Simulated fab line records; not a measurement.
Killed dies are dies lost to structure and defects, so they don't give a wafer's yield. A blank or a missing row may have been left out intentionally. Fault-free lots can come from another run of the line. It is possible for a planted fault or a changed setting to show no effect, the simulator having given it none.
One fault seen from 2 desks + flow n5Finfet + only its own numbers are on each desk; what lay behind them is given at the end

== TOOL OWNER'S DESK, implanter-02 ==
For each lot that ran on this tool, the mean over its sampled wafers that have a number, from the tool's own readings at N5_WELL_APT_IMPLANT_32. Marked OUT: a lot whose mean sits more than 4 standard deviations from the usual mean, which makes it out of limits; the brackets give that distance.
Columns: A = beamEnergyKeV at N5_WELL_APT_IMPLANT_32, usual 50.004; B = rotationDeg at N5_WELL_APT_IMPLANT_32, usual 0.000 degrees
| lot  | first seen here | A                        | B      |
|------|-----------------|--------------------------|--------|
| L411 | day 1 15:21     | 50.001                   | 0.012  |
| L413 | day 2 03:30     | 50.018                   | -0.020 |
| L414 | day 2 09:38     | 50.002                   | -0.004 |
| L418 | day 3 09:56     | 43.557 (-99 or more) OUT | 0.010  |
| L420 | day 3 21:19     | 43.554 (-99 or more) OUT | 0.023  |
| L430 | day 6 09:32     | 49.996                   | -0.001 |
| L432 | day 6 21:40     | 50.011                   | -0.029 |
This desk's verdict: out of limits on L418, L420, starting with L418 at day 3 09:56 (beamEnergyKeV at N5_WELL_APT_IMPLANT_32). L411, L413, L414, L430, L432: within limits.

== AT THE METROLOGY DESK ==
What the gauges read, lot by lot, whatever tool the lot ran on: means of the sampled wafers that have a number. Marked OUT: a lot whose mean sits more than 4 standard deviations from the usual mean, which makes it out of limits; the brackets give that distance. Readings shown: 7 out of 14 (the first out of limits, and those lying furthest out on some lot).
Columns: A = NWELL_OVL at N5_WELL_APT_OVL_MEAS_09, usual -2 nm; B = PWELL_OVL at N5_WELL_APT_OVL_MEAS_26, usual -5 nm; C = CJ_N at N5_BEOL_M4_RC_MEAS_101, usual 4.28; D = DIBL_P at N5_BEOL_M4_RC_MEAS_101, usual 36.2 mV/V; E = IOFF_N at N5_BEOL_M4_RC_MEAS_101, usual 0.16 nA/um; F = ION_N at N5_BEOL_M4_RC_MEAS_101, usual 671 uA/um; G = RS_PWELL at N5_BEOL_M4_RC_MEAS_101, usual 3006 ohm/sq
| lot  | first seen here | A  | B   | C               | D    | E    | F   | G               |
|------|-----------------|----|-----|-----------------|------|------|-----|-----------------|
| L411 | day 1 13:43     | 4  | -3  | 4.30            | 34.3 | 0.14 | 664 | 2995            |
| L413 | day 2 01:43     | 2  | -15 | 4.36            | 36.7 | 0.19 | 677 | 3007            |
| L414 | day 2 07:44     | -6 | -10 | 4.25            | 37.6 | 0.16 | 665 | 3005            |
| L418 | day 3 08:17     | 1  | 1   | 4.59            | 37.4 | 0.17 | 676 | 3092 (+4.1) OUT |
| L420 | day 3 19:43     | 3  | -3  | 4.77 (+6.0) OUT | 36.5 | 0.16 | 675 | 3051            |
| L426 | day 5 07:43     | -5 | -3  | 4.33            | 36.3 | 0.16 | 671 | 3000            |
| L429 | day 6 01:54     | -4 | -5  | 4.35            | 36.9 | 0.17 | 669 | 2978            |
| L430 | day 6 08:03     | 0  | -1  | 4.24            | 32.9 | 0.11 | 655 | 2985            |
| L431 | day 6 14:16     | -6 | -3  | 4.40            | 36.9 | 0.16 | 675 | 3029            |
| L432 | day 6 19:46     | -2 | -5  | 4.26            | 36.4 | 0.19 | 683 | 3045            |
This desk finds L418, L420 out of limits, with the earliest case on L418 at day 10 07:52 (RS_PWELL at N5_BEOL_M4_RC_MEAS_101). L411, L413, L414, L426, L429, L430, L431, L432: within limits.

== TAKEN TOGETHER ==
The tool owner's desk could have raised an alarm at day 3 09:56, on L418, L420.
On L418, L420, the metrology desk was in a position to raise an alarm at day 10 07:52.
Every lot named ran N5_WELL_APT_IMPLANT_32 on implanter-02.

== WHAT WAS PUT IN BY THE SIMULATOR ==
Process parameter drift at N5_WELL_APT_IMPLANT_32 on implanter-02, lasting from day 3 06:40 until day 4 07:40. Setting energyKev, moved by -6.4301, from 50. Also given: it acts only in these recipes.
Shown lots that were struck: L418, L420.
Delay (hours) between the fault's onset and each desk's first out-of-limits reading: 3 at the tool owner's desk, 169 at the metrology desk.
